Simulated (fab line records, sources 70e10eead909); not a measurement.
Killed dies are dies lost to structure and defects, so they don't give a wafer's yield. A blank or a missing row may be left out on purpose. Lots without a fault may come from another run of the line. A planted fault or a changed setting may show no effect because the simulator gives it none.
Problem report in the 8D (eight disciplines) form, filled by code | flow nand_harc | the parts of the form that need people (team, actions taken, sign-off) are left out

1. THE PROBLEM
cathode_dc_power_W at NHARC_P_M2_PVD_21 reads a mean of 4808.8 W on 1 wafer of 1 lot; wafers without a fault read 5000.0 W with a standard deviation of 0.91. That is -99 or more standard deviations from the usual mean.
The step: deposits Cu, target thk 30 nm, time 20.49 s.
First seen on wafer L459.1, day 11 00:10, on pvd_sputter-02. The record holds 36 wafers of 12 lots with a number at this step. Rule for "out", or "out of limits": more than 4 standard deviations from the usual mean. The other wafers with a number count as sound.

2. WHAT IT IS AND WHAT IT IS NOT
question                    | is                 | is not
which readings at this step | cathode_dc_power_W | throttle_valve_pct
which lots                  | L459               | L448, L450, L451, L453, L465, L466, L467, L468, L469, L470, L471
which wafers of those lots  | L459.1             | L459.4, L459.6
read on which tools         | pvd_sputter-02     | pvd_sputter-01, pvd_sputter-03
when                        | from day 11 00:10  | up to then (14 sound wafers); but 21 sound wafers of L465, L466, L467, L468, L469, L470, L471 came after

3. SUSPECTS, AND WHAT RULES EACH OUT
Counting: a tool at a process step up to the reading stays a suspect if it ran every lot that is out. Sound lots after the first of them don't rule it out here, since some wafers of a struck lot are sound.
- pecvd-01 at NHARC_P_M1_PRE_CLEAN_32 (time 12 s): kept. It ran the lot that is out, L459 (day 10 21:06); its last sound lot up to then is L451 (day 7 18:49).
- pvd_sputter-02 at NHARC_P_M2_PVD_21 (deposits Cu, target thk 30 nm, time 20.49 s): kept. It ran the lot that is out, L459 (day 11 00:10); its last sound lot up to then is L450 (day 7 11:19). Its own readings are out on those wafers: cathode_dc_power_W.
Left after counting: pecvd-01 at NHARC_P_M1_PRE_CLEAN_32, pvd_sputter-02 at NHARC_P_M2_PVD_21.

4. THE CAUSE (what the simulator had put in)
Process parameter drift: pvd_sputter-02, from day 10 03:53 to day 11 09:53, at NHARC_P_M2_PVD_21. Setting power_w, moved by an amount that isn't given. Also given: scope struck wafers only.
Counting left 2 suspects, and this tool is among them.

5. THE CHAIN OF EFFECTS, in route order
Each row: a reading whose mean over the struck wafers that have a number lies more than 3 standard deviations from the usual. Only readings for which the record gives a usual standard deviation are gone through. hours: the time from each lot's start at the first step in this table that gives one to its start at this step, as a median over the lots. sigmas: the change in usual standard deviations.
hours | step              | reading            | usual    | on struck wafers | change | sigmas
0     | NHARC_P_M2_PVD_21 | cathode_dc_power_W | 5000.0 W | 4808.8           | -191.2 | -99 or more
437   | NHARC_END_SORT_01 | killed_at_other    | 1.0      | 6.0              | +5.0   | +3.6
The process steps in it:
- NHARC_P_M2_PVD_21: deposits Cu, target thk 30 nm, time 20.49 s.

6. WHAT WOULD HAVE CAUGHT IT SOONER
In this record the first reading out of limits was taken at day 11 00:10, 20 hours after the fault began at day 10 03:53.
